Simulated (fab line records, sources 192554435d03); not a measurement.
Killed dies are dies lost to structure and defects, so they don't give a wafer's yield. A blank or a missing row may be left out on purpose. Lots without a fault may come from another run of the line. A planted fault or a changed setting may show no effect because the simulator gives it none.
A struck lot beside a sound one | flow n5_finfet | 39 steps out of a route of 1938
Sound: wafers L703.1, L703.2, L703.5. Struck: wafers L711.2, L711.5, L711.6. The cause comes at the end.
At each step with rows: each side's tool, then ch and its chambers, then its first start. Under that, the readings that differ: sound wafers | struck wafers | difference of the means | sigmas: that difference in standard deviations of wafers without a fault.
alike: readings whose means differ by less than 2 such deviations, and words and numbers that are the same on both sides. not compared: withheld readings, readings that some wafer has no value for, bounds like >300 that may hide the same value, and numbers for which the record gives no deviation and whose values overlap.
The two part at a step that has a row with sigmas, a row that says differs or no value, or rows on one side only. Numbers that don't overlap but have no deviation are shown without sigmas and don't part them. A reading that every wafer of one side lacks parts them only if that side has two wafers or more.

first, 9 steps without rows for these wafers: N5_STI_FIN_REVEAL_SRD_21 (time 30 s); N5_STI_FIN_REVEAL_OXIDATION_33 (chemistry O2 PLASMA REMOTE, time 20 s); N5_STI_FIN_REVEAL_CLEAN_19 (cleans in O3/DIW, time 120 s); N5_STI_FIN_REVEAL_SRD_23 (time 30 s); N5_STI_FIN_REVEAL_PRECLEAN_18 (cleans in SC2, time 45 s); N5_STI_FIN_REVEAL_SRD_28 (time 30 s); N5_DUMMY_GATE_PRECLEAN_00 (cleans in O3/DIW, time 60 s); N5_DUMMY_GATE_SRD_01 (time 30 s); N5_DUMMY_GATE_ALD_02 (deposits SiO2, target thk 2 nm, pulse time 1 s).
N5_DUMMY_GATE_CVD_03: deposits a-Si from SiH4, target thk 150 nm, time 8042 s.
  sound on lpcvd-01 ch 1/40,1/45,1/59, day 5 20:24; struck on lpcvd-01 ch 0/109,0/114,0/95, day 7 23:06
  alike: zone_power_upper_pct
then, 3 steps without rows for these wafers: N5_DUMMY_GATE_PRECLEAN_46 (cleans in DIW, time 89.5 s); N5_DUMMY_GATE_SRD_47 (dry time 32 s); N5_DUMMY_GATE_CMP_04 (polishes a-Si).
N5_DUMMY_GATE_THK_MEAS_05:
  sound on film_metro-02, day 6 00:22; struck on film_metro-02, day 8 07:40
  reading     | sound          | struck         | difference | sigmas
  thk_nm (nm) | 72.3 71.8 72.2 | 45.9 46.3 46.5 | -25.9      | -24
then, 21 steps without rows for these wafers: N5_DUMMY_GATE_HM_DEP_06 (deposits SiNx from DCS/NH3, target thk 80 nm, time 5141 s); N5_DUMMY_GATE_PECVD_30 (deposits SiO2 from TEOS/O2, target thk 55 nm, time 10.8 s); N5_DUMMY_GATE_COAT_34 (time 60 s, resist thk 60 nm); N5_DUMMY_GATE_COAT_35 (time 60 s, resist thk 10 nm); N5_DUMMY_GATE_COAT_28 (time 60 s, resist thk 10 nm); N5_DUMMY_GATE_COAT_09 (resist thk 30 nm); N5_DUMMY_GATE_EBR_11; N5_DUMMY_GATE_SOFTBAKE_10 (time 60 s); N5_DUMMY_GATE_EXPOSE_12 (exposes mask GATE, target cd 25 nm); N5_DUMMY_GATE_PEB_13 (peb time 60 s); N5_DUMMY_GATE_DEVELOP_14 (develop time 30 s); N5_DUMMY_GATE_DESCUM_20 (chemistry O2, time 6.2 s); N5_DUMMY_GATE_ETCH_29 (etches underlayer in N2/H2, target depth 13 nm); N5_DUMMY_GATE_ETCH_36 (etches SiARC in CF4, target depth 13 nm); N5_DUMMY_GATE_ETCH_37 (etches SOC in N2/H2, target depth 60 nm, overetch 30 nm); N5_DUMMY_GATE_STRIP_38 (strips in N2/H2); N5_DUMMY_GATE_STRIP_39 (strips in N2/H2); N5_DUMMY_GATE_TRIM_49 (chemistry O2, time 29 s, target cd 14 nm); N5_DUMMY_GATE_STRIP_40 (strips in CF4); N5_DUMMY_GATE_ETCH_31 (etches SiO2 in C4F6/O2, target depth 82.5 nm, time 27.5 s); N5_DUMMY_GATE_STRIP_41 (strips in O2).
N5_DUMMY_GATE_ETCH_44: etches poly-Si in HBr/O2, stops on SiO2, target depth 127.5 nm.
  sound on rie_si-02 ch 1,2, day 6 05:43; struck on rie_si-05 ch 1,2, day 8 12:58
  reading               | sound             | struck            | difference | sigmas
  oes_product_au (a.u.) | 0.742 0.716 0.740 | 0.592 0.600 0.596 | -0.137     | -11
  alike: bias_w, drypump_motor_current_A, throttle_valve_pct
  not compared: rf_hours_counter_h
N5_SDB_THK_MEAS_31:
  sound on film_metro-01, day 7 05:11; struck on film_metro-02, day 9 11:43
  reading      | sound          | struck         | difference | sigmas
  SDB_THK (nm) | 64.5 64.1 64.4 | 38.2 38.6 38.7 | -25.8      | -23
-- the record jumps here: 5 days lie between the struck wafers' starts before and after (it left off in module SDB and takes up again in module BEOL_M4, whose first step shown is number 1111 of the route) --
N5_BEOL_M4_RC_MEAS_101:
  sound on prober-01 ch 0, day 11 21:16; struck on prober-01 ch 0, day 14 06:01
  reading        | sound          | struck         | difference | sigmas
  IOFF_P (nA/um) | 0.29 0.28 0.24 | 0.18 0.18 0.20 | -0.08      | -2
  SS_N (mV/dec)  | 72.9 73.0 72.0 | 71.1 71.1 71.5 | -1.4       | -2
  VT_P (mV)      | -248 -242 -247 | -254 -252 -251 | -7         | -2
  alike: DIBL_N, DIBL_P, IOFF_N, ION_N, ION_P, SS_P, VT_N
-- the record jumps here: 5 days lie between the struck wafers' starts before and after (it left off in module BEOL_M4 and takes up again in module PASSIVATION, whose first step shown is number 1936 of the route) --
N5_PASSIVATION_PROBE_49:
  the record has rows for the struck wafers here (prober-01, day 18 19:25) and none for the sound ones

WHERE THEY PART
First at N5_DUMMY_GATE_THK_MEAS_05; last, within this record, at N5_PASSIVATION_PROBE_49.

WHY: what the simulator had put in
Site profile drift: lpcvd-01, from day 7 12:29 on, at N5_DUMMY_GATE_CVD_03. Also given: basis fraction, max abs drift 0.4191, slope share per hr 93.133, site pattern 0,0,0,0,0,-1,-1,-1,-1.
